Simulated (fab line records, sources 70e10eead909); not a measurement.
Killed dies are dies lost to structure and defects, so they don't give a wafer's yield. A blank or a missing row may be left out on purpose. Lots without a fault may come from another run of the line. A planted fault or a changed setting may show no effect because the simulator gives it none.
Which tool did it? | flow nand_harc | 6 lots, 18 wafers sampled, at 2 steps of a route of 1159

WHAT THE GAUGES READ, wafer by wafer
NHARC_A_M0_INSPECT_11.
lot  | measured     | on                | raw_defect_count
L564 | day 17 18:43 | defect_inspect-01 | 12 17 17
L562 | day 18 16:35 | defect_inspect-02 | 30 30 15
L568 | day 19 17:51 | defect_inspect-02 | 29 30 24
L569 | day 20 00:13 | defect_inspect-02 | 45 32 36
L580 | day 22 02:10 | defect_inspect-02 | 26 34 20
L583 | day 23 06:02 | defect_inspect-01 | 71 33 42

WHICH TOOL RAN EACH LOT (tool, then ch and the chambers of the sampled wafers, then the start)
lot  | NHARC_A_BLC_CMP_25
L564 | cmp-01 ch 0,1,2, day 17 17:23
L562 | cmp-04 ch 1,2,3, day 18 15:11
L568 | cmp-01 ch 1,2,3, day 19 16:04
L569 | cmp-04 ch 0,1, day 19 22:49
L580 | cmp-04 ch 0,2, day 22 00:44
L583 | cmp-02 ch 2,3, day 23 04:44
- NHARC_A_BLC_CMP_25: polishes, t overpolish 30 s, target thk 150 nm.

THE ANSWER, worked out from the rows above alone
Rule: what is usual is taken from the lots themselves. Put in order of their means at a reading, lots are off if they are a third of the lots or fewer, leave a main group of 4 or more, and stand apart from it by a gap of 3 or more times the standard deviation of the main group's means; of several such gaps the widest counts. A main group whose means are all the same, to the digits that the tables above print for the reading, isn't used. A lot without any number at a reading at which 4 lots or more have one is off too. The other lots that the step has rows for count as sound.
No lot is off at any reading shown: from this, nothing can be told.

WHAT THE SIMULATOR HAD PUT IN
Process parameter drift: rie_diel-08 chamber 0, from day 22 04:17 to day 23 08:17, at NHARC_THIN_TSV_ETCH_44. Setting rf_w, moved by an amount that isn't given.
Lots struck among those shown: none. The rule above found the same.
